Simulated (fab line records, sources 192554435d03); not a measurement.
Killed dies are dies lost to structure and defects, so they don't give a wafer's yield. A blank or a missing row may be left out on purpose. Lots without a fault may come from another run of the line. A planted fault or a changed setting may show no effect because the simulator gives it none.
Chamber matching | flow n5_finfet | N5_SD_EPI_P_DESCUM_14 on rie_diel-06: 4 sister chambers
The step chemistry O2, time 7.9 s. 4 wafers are shown with their chamber, then 8 later ones without.

WAFERS WITH THEIR CHAMBER
wafer  | chamber | showerhead_plenum_p_Torr (Torr)
L080.4 | 0       | 2.08
L081.2 | 3       | 2.09
L081.6 | 1       | 2.07
L084.1 | 2       | 1.93

WAFERS WITHOUT THEIR CHAMBER
wafer  | showerhead_plenum_p_Torr (Torr)
L084.3 | 2.07
L084.4 | 2.09
L095.3 | 1.92
L095.4 | 2.07
L095.5 | 1.92
L097.1 | 2.06
L097.3 | 2.08
L097.5 | 2.06

WHICH CHAMBER EACH WENT THROUGH
wafer  | from the rows above          | in truth
L084.3 | can't be placed: 1 or 0      | 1
L084.4 | can't be placed: 3 or 0      | 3
L095.3 | 2                            | 2
L095.4 | can't be placed: 1 or 0      | 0
L095.5 | 2                            | 2
L097.1 | can't be placed: 1 or 0      | 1
L097.3 | can't be placed: 0 or 3 or 1 | 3
L097.5 | can't be placed: 1 or 0      | 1
Placed correctly: 2 of 8. Can't be placed from these rows: 6 (the true chamber is among the candidates in 6). Placed wrongly: 0.
How it was worked out, from the rows above alone: a wafer's distance from a chamber is the root of the sum, over the readings, of the square of ((its reading less the chamber's mean) divided by the reading's scatter). The wafer belongs to the nearest chamber; if the next one is less than 2 further off, it can't be placed. A chamber's mean is the mean of its shown wafers. The scatter: with one shown wafer a chamber, the root of the mean of the squares of how far each hidden wafer lies from its nearest shown one.
